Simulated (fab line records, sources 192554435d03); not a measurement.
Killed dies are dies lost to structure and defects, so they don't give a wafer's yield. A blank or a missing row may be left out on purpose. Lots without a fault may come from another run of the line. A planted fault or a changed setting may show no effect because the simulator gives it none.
A struck lot beside a sound one | flow n5_finfet | 20 steps out of a route of 1938
Sound: wafers L952.1, L952.2, L952.4. Struck: wafers L941.1, L941.2, L941.6. The cause comes at the end.
At each step with rows: each side's tool, then ch and its chambers, then its first start. Under that, the readings that differ: sound wafers | struck wafers | difference of the means | sigmas: that difference in standard deviations of wafers without a fault.
alike: readings whose means differ by less than 2 such deviations, and words and numbers that are the same on both sides. not compared: withheld readings, readings that some wafer has no value for, bounds like >300 that may hide the same value, and numbers for which the record gives no deviation and whose values overlap.
The two part at a step that has a row with sigmas, a row that says differs or no value, or rows on one side only. Numbers that don't overlap but have no deviation are shown without sigmas and don't part them. A reading that every wafer of one side lacks parts them only if that side has two wafers or more.

first, 8 steps without rows for these wafers: N5_BEOL_M11_COAT_59 (time 60 s, resist thk 100 nm); N5_BEOL_M11_COAT_60 (time 60 s, resist thk 30 nm); N5_BEOL_M11_COAT_05 (resist thk 90 nm); N5_BEOL_M11_EBR_07; N5_BEOL_M11_SOFTBAKE_06 (time 60 s); N5_BEOL_M11_EXPOSE_08 (exposes mask M11); N5_BEOL_M11_PEB_09 (peb time 60 s); N5_BEOL_M11_DEVELOP_10 (develop time 30 s).
N5_BEOL_M11_CD_MEAS_11: target cd 64.1 nm.
  sound on cd_sem-01 ch 0, day 15 16:17; struck on cd_sem-02 ch 0, day 13 07:00
  alike: cd_nm
N5_BEOL_M11_OVL_MEAS_12:
  sound on overlay-01 ch 0, day 15 16:19; struck on overlay-01 ch 0, day 13 07:02
  alike: M11_OVL
N5_BEOL_M11_INSPECT_13: inspects for defects (brightfield).
  sound on defect_inspect-02, day 15 16:20; struck on defect_inspect-01, day 13 07:03
  reading          | sound       | struck      | difference | sigmas
  raw_defect_count | 366 272 364 | 429 644 684 | +252       | +3
N5_BEOL_M11_DESCUM_16: chemistry O2, time 7.9 s.
  sound on rie_diel-02 ch 1, day 15 16:23; struck on rie_diel-03 ch 0,1, day 13 07:05
  alike: drypump_motor_current_A, oes_product_au, rf_vpp_V, showerhead_plenum_p_Torr, temp_c, throttle_valve_pct
  not compared: rf_hours_counter_h
N5_BEOL_M11_ETCH_61: etches SiARC in CF4, target depth 39 nm, time 65 s.
  sound on rie_diel-02 ch 1, day 15 16:29; struck on rie_diel-03 ch 0,1, day 13 07:07
  no value came back on the struck wafers for any of 8 readings (bias_w (W), cf4_flow_sccm (sccm) and others); on the sound wafers bias_w (W) reads 36.03 35.95 36.03
  reading                                       | sound          | struck         | difference | sigmas
  model.CAR-ArF_of_BEOL_M11_COAT_05.thk_nm (nm) | 55.6 55.4 55.6 | 83.2 83.2 83.4 | +27.7      |
  not compared: rf_hours_counter_h
N5_BEOL_M11_ETCH_62: etches SOC in N2/H2, target depth 110 nm, overetch 22 nm, time 165 s.
  sound on rie_diel-02 ch 1, day 15 16:38; struck on rie_diel-03 ch 0,1, day 13 07:10
  reading               | sound          | struck         | difference | sigmas
  oes_product_au (a.u.) | 0.59 0.60 0.59 | 0.27 0.28 0.27 | -0.32      | -5
  alike: bias_w, chamber_pressure_mTorr, drypump_motor_current_A, rf_vpp_V, showerhead_plenum_p_Torr, temp_c, throttle_valve_pct
  not compared: rf_hours_counter_h
then, 1 step without rows for these wafers: N5_BEOL_M11_STRIP_68 (strips in N2/H2).
N5_BEOL_M11_STRIP_67: strips in CF4.
  sound on rie_diel-02 ch 1, day 15 17:04; struck on rie_diel-03 ch 0,1, day 13 07:19
  alike: drypump_motor_current_A, oes_product_au, rf_vpp_V, showerhead_plenum_p_Torr, throttle_valve_pct
  not compared: rf_hours_counter_h
N5_BEOL_M11_HM_OPEN_17: chemistry Cl2/BCl3, target TiN, target depth 20 nm, overetch 6 nm.
  sound on rie_metal-03 ch 1, day 15 17:09; struck on rie_metal-02 ch 0,1, day 13 07:22
  reading                | sound             | struck            | difference | sigmas
  oes_product_au (a.u.)  | 0.56 0.57 0.56    | 0.29 0.24 0.28    | -0.29      | -3
  throttle_valve_pct (%) | 22.46 22.45 22.44 | 22.94 22.96 22.93 | +0.49      | +3
  alike: drypump_motor_current_A
  not compared: rf_hours_counter_h
N5_BEOL_M11_STRIP_19: strips in O2.
  sound on rie_diel-01 ch 0,1,2, day 15 17:21; struck on rie_diel-03 ch 0,3, day 13 07:28
  alike: drypump_motor_current_A, oes_product_au, rf_vpp_V, showerhead_plenum_p_Torr, temp_c, throttle_valve_pct
  not compared: rf_hours_counter_h
N5_BEOL_M11_CD_MEAS_18: pitch 140 nm, target cd 70 nm.
  sound on cd_sem-02, day 15 17:25; struck on cd_sem-01, day 13 07:32
  reading    | sound          | struck | difference                    | sigmas
  cd_nm (nm) | 70.5 71.3 71.4 | - - -  | no value on the struck wafers |
then, 1 step without rows for these wafers: N5_BEOL_M11_COAT_63 (time 60 s, resist thk 100 nm).

WHERE THEY PART
First at N5_BEOL_M11_INSPECT_13; last, within this record, at N5_BEOL_M11_CD_MEAS_18.

WHY: what the simulator had put in
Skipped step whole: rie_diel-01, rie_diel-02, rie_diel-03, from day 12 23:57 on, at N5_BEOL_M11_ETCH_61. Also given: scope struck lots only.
